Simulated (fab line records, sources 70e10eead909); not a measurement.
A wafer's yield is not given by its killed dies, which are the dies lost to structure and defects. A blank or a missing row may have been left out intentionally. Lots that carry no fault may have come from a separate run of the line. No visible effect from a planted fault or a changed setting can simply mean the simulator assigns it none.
2 desks, one fault | flow nand-harc | only its own numbers are on each desk; what lay behind them is given at the end

## FROM THE METROLOGY DESK
Means of the sampled wafers that have a number, per lot and without regard to the tool the lot ran on: this is what the gauges read. Marked OUT: a lot whose mean sits more than 4 standard deviations from the usual mean, which makes it out of limits; the brackets give that distance.
Columns: A = cd-nm at NHARC_A_CONTACT_CD_MEAS_80, usual 289.5 nm
lot  | first seen here | A
L627 | day 22 06:11    | 289.4
L628 | day 22 13:12    | 290.1
L632 | day 23 21:04    | 290.5
L633 | day 24 10:50    | 289.0
L642 | day 27 16:23    | 289.1
L648 | day 30 14:44    | 289.4
This desk's verdict: no lot among the 6 shows anything out of limits.

## THE TOOL OWNER'S DESK: rie-diel-04
The tool's own readings at NHARC_A_CONTACT_ETCH_97 (etches the open film in C4F6/O2, target depth 20 nm, time 10 s): means of the sampled wafers that have a number, for each lot that ran on this tool. Marked OUT: a lot whose mean sits more than 4 standard deviations from the usual mean, which makes it out of limits; the brackets give that distance.
Columns: A = drypump-motor-current-A at NHARC_A_CONTACT_ETCH_97, usual 6.0 A; B = mfc-ar-sccm at NHARC_A_CONTACT_ETCH_97, usual 499.9 sccm; C = oes-product-au at NHARC_A_CONTACT_ETCH_97, usual 0.955 a.u.; D = rf-vpp-V at NHARC_A_CONTACT_ETCH_97, usual 548 V; E = showerhead-plenum-p-Torr at NHARC_A_CONTACT_ETCH_97, usual 3.96 Torr; F = throttle-valve-pct at NHARC_A_CONTACT_ETCH_97, usual 26.903 %
lot  | first seen here | A   | B     | C     | D   | E    | F
L628 | day 22 13:07    | 6.3 | 498.3 | 0.947 | 548 | 3.98 | 26.908
L632 | day 23 20:59    | 6.3 | 499.1 | 0.877 | 546 | 3.92 | 26.895
L633 | day 24 10:46    | 6.2 | 500.0 | 0.868 | 544 | 3.78 | 26.900
This desk's verdict: no lot among the 3 shows anything out of limits.

## TAKEN TOGETHER
From the metrology desk's view, nothing was out of limits.
Nothing out of limits was seen by the tool owner's desk.

## WHAT WAS PUT IN BY THE SIMULATOR
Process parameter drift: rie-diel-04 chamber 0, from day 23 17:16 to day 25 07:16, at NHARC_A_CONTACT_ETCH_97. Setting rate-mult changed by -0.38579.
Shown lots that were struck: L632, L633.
